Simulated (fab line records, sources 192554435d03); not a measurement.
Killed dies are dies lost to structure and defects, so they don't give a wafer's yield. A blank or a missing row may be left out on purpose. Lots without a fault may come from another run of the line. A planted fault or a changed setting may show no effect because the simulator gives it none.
Split-lot experiment | flow n5_finfet | 7 lots, 21 wafers read, on a route of 1938 steps

THE SPLIT
At N5_BEOL_M3_ETCH_64 (etches SOC in N2/H2, target depth 75 nm, overetch 15 nm, time 112.5 s), the setting bias_w was moved away from the recipe's 150 W on 6 of the 21 wafers read, by -15.2% to -12.8%. The other wafers ran this setting at the recipe's value.

The reading is taken at the split's own step.

THE READING
rf_vpp_V, in V, at N5_BEOL_M3_ETCH_64 (etches SOC in N2/H2, target depth 75 nm, overetch 15 nm, time 112.5 s). Fault-free wafers of this fab line usually give 524.4 V, standard deviation 2.4 V.

wafer  | tool, chamber at the split | bias_w as run, W | against the recipe | rf_vpp_V, V | against lot-mates on the recipe
L076.1 | rie_diel-02, 3             | 130.8            | -12.8%             | 484.3       | -38.8
L076.3 | rie_diel-02, 0             | 150              | recipe             | 523.1       | -
L076.6 | rie_diel-02, 2             | 130.8            | -12.8%             | 480.1       | -43.0
L077.1 | rie_diel-03, 0             | 150              | recipe             | 522.9       | -
L077.2 | rie_diel-03, 2             | 150              | recipe             | 524.3       | -
L077.6 | rie_diel-03, 0             | 150              | recipe             | 523.6       | -
L081.1 | rie_diel-03, 2             | 150              | recipe             | 523.9       | -
L081.2 | rie_diel-03, 1             | 150              | recipe             | 529.5       | -
L081.3 | rie_diel-03, 3             | 150              | recipe             | 523.7       | -
L084.2 | rie_diel-02, 1             | 150              | recipe             | 526.9       | -
L084.4 | rie_diel-02, 2             | 150              | recipe             | 522.7       | -
L084.6 | rie_diel-02, 1             | 150              | recipe             | 526.1       | -
L085.1 | rie_diel-03, 0             | 150              | recipe             | 524.4       | -
L085.2 | rie_diel-03, 1             | 129              | -14.0%             | 480.8       | -43.6
L085.5 | rie_diel-03, 1             | 129              | -14.0%             | 480.0       | -44.4
L088.1 | rie_diel-01, 2             | 127.2            | -15.2%             | 474.2       | -45.3
L088.5 | rie_diel-01, 3             | 150              | recipe             | 519.5       | -
L088.6 | rie_diel-01, 0             | 127.2            | -15.2%             | 472.0       | -47.5
L094.1 | rie_diel-03, 2             | 150              | recipe             | 524.3       | -
L094.3 | rie_diel-03, 3             | 150              | recipe             | 522.7       | -
L094.6 | rie_diel-03, 1             | 150              | recipe             | 527.4       | -

THE FIT
A straight line over all 21 wafers: rf_vpp_V changes by +3.27 V for each +1% of bias_w; r = +0.99; the points scatter about the line by 2.3 V.
The same after taking each lot's own level away (the mean of its wafers on the recipe; 21 wafers): +3.12 V for each +1%; r = +1.00; scatter 1.8 V.
On that fit, the largest move of bias_w shifts the reading by 47 V.
The lots' own levels span 519.50 to 525.70 V, that is 2.6 times the standard deviation above.
So the lot-to-lot level changes the slope little: the two slopes agree.
Check: with one of the wafers moved furthest among these (-15.2%) left out of the fit, the line predicts -48 V for it against its lot-mates. It came out at -45.3 V against them.
Tool readings at the split's step, against how far the setting was moved: rf_vpp_V r = +0.99.

OTHER SPLITS ON THESE WAFERS
These wafers also went through other splits before the reading. Each is held against what the fit with the lots' levels taken away leaves over:
other split on the same wafers | wafers away from the commonest value | r with rf_vpp_V (lot level and that fit taken away)
N5_BEOL_M2_COAT_22 spin_rpm    | 9                                    | +0.01
N5_BEOL_M2_ETCH_69 bias_w      | 8                                    | -0.08

THE WHOLE CHAIN: every reading that the file lists as answering this split, in the file's order
step               | what it does                                                          | reading                                                                          | change (the file's fit)                | r (the file's)
N5_BEOL_M3_ETCH_64 | etches SOC in N2/H2, target depth 75 nm, overetch 15 nm, time 112.5 s | rf_vpp_V                                                                         | +3.12 V for each +1% of the setting    | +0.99
N5_BEOL_M3_ETCH_64 | etches SOC in N2/H2, target depth 75 nm, overetch 15 nm, time 112.5 s | SiARC_of_BEOL_M3_COAT_62.thk_nm (the simulator's own value, which no gauge read) | -0.0648 nm for each +1% of the setting | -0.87

THE FILE'S OWN FIT
rf_vpp_V changes by +3.12 V for each +1% of bias_w, r = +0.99.
